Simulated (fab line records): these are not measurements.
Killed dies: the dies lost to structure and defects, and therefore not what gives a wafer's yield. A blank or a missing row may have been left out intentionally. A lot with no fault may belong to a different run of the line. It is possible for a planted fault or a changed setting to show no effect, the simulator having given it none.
Chamber matching | flow n5 finfet | N5_FIN_CUT_STRIP_22 on rie diel-03: 4 sister chambers
The step strips in N2/H2. 8 wafers are shown with their chamber, then 11 later ones without.

## WAFERS, EACH WITH ITS CHAMBER
wafer  | chamber | showerhead plenum p Torr (Torr) | drypump motor current A (A)
L078.3 | 3       | 3.37                            | 5.3
L079.4 | 3       | 3.37                            | 5.3
L083.4 | 2       | 3.18                            | 5.5
L083.5 | 0       | 3.36                            | 5.4
L086.2 | 1       | 3.23                            | 6.2
L086.3 | 2       | 3.18                            | 5.5
L086.4 | 0       | 3.36                            | 5.4
L089.2 | 1       | 3.22                            | 6.3

## WAFERS WITHOUT THEIR CHAMBER
wafer  | showerhead plenum p Torr (Torr) | drypump motor current A (A)
L089.3 | 3.36                            | 5.2
L089.6 | 3.36                            | 5.2
L090.1 | 3.36                            | 5.2
L090.2 | 3.22                            | 6.2
L090.3 | 3.35                            | 5.4
L090.4 | 3.22                            | 6.2
L090.5 | 3.35                            | 5.4
L090.6 | 3.36                            | 5.2
L095.2 | 3.35                            | 5.3
L095.3 | 3.34                            | 5.4
L095.5 | 3.35                            | 5.2

## THE CHAMBER EACH PASSED THROUGH
wafer  | from the rows above     | in truth
L089.3 | can't be placed: 3 or 0 | 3
L089.6 | can't be placed: 3 or 0 | 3
L090.1 | can't be placed: 3 or 0 | 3
L090.2 | 1                       | 1
L090.3 | 0                       | 0
L090.4 | 1                       | 1
L090.5 | 0                       | 0
L090.6 | can't be placed: 3 or 0 | 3
L095.2 | can't be placed: 0 or 3 | 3
L095.3 | 0                       | 0
L095.5 | can't be placed: 0 or 3 | 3
5 of 11 placed correctly. Can't be placed from these rows: 6 (the true chamber is among the candidates in 6). Wrongly placed: 0.
How it was worked out, from the rows above alone: a wafer's distance from a chamber is the root of the sum, over the readings, of the square of ((its reading less the chamber's mean) divided by the reading's scatter). The wafer belongs to the nearest chamber; if the next one is less than 2 further off, it can't be placed. Each chamber's mean is taken over the wafers shown for it. The scatter is the square root of a quotient: the sum, over the shown wafers, of each reading's squared deviation from its chamber's mean, divided by wafers minus chambers.
